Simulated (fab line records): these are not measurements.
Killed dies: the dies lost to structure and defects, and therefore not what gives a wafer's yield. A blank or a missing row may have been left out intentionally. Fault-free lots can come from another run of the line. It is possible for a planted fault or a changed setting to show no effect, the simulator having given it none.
Chamber matching | flow nandHarc | rieDiel-10 running NHARC_P_ZERO_WELL_DESCUM_54: 4 sister chambers
The step chemistry O2, time 3 s. 8 wafers are shown with their chamber, then 9 later ones without.

WAFERS WITH THEIR CHAMBER
wafer  | chamber | showerheadPlenumPTorr (Torr) | drypumpMotorCurrentA (A)
L078.6 | 2       | 1.82                         | 5.8
L087.1 | 2       | 1.81                         | 5.7
L087.6 | 0       | 1.92                         | 5.6
L089.4 | 3       | 2.00                         | 6.1
L089.6 | 3       | 2.00                         | 6.1
L090.1 | 1       | 1.88                         | 6.5
L090.3 | 0       | 1.92                         | 5.6
L090.6 | 1       | 1.88                         | 6.5

WAFERS WITHOUT THEIR CHAMBER
wafer  | showerheadPlenumPTorr (Torr) | drypumpMotorCurrentA (A)
L091.4 | 1.92                         | 5.6
L091.5 | 1.88                         | 6.5
L091.6 | 1.81                         | 5.7
L092.3 | 1.92                         | 5.6
L092.4 | 1.81                         | 5.7
L092.6 | 2.00                         | 6.1
L093.2 | 1.92                         | 5.6
L093.3 | 2.00                         | 6.1
L093.4 | 1.92                         | 5.6

WHICH CHAMBER EACH WENT THROUGH
wafer  | from the rows above | in truth
L091.4 | 0                   | 0
L091.5 | 1                   | 1
L091.6 | 2                   | 2
L092.3 | 0                   | 0
L092.4 | 2                   | 2
L092.6 | 3                   | 3
L093.2 | 0                   | 0
L093.3 | 3                   | 3
L093.4 | 0                   | 0
Correct placement for 9 of the 9. Not placeable from these rows: 0. 0 placed wrongly.
How it was worked out, from the rows above alone: a wafer's distance from a chamber is the root of the sum, over the readings, of the square of ((its reading less the chamber's mean) divided by the reading's scatter). The wafer belongs to the nearest chamber; if the next one is less than 2 further off, it can't be placed. For every chamber, the mean is computed from those of its wafers that are shown. The scatter: take each reading less its chamber's mean, square it, sum over the shown wafers, divide by the number of wafers less the number of chambers, and take the root.
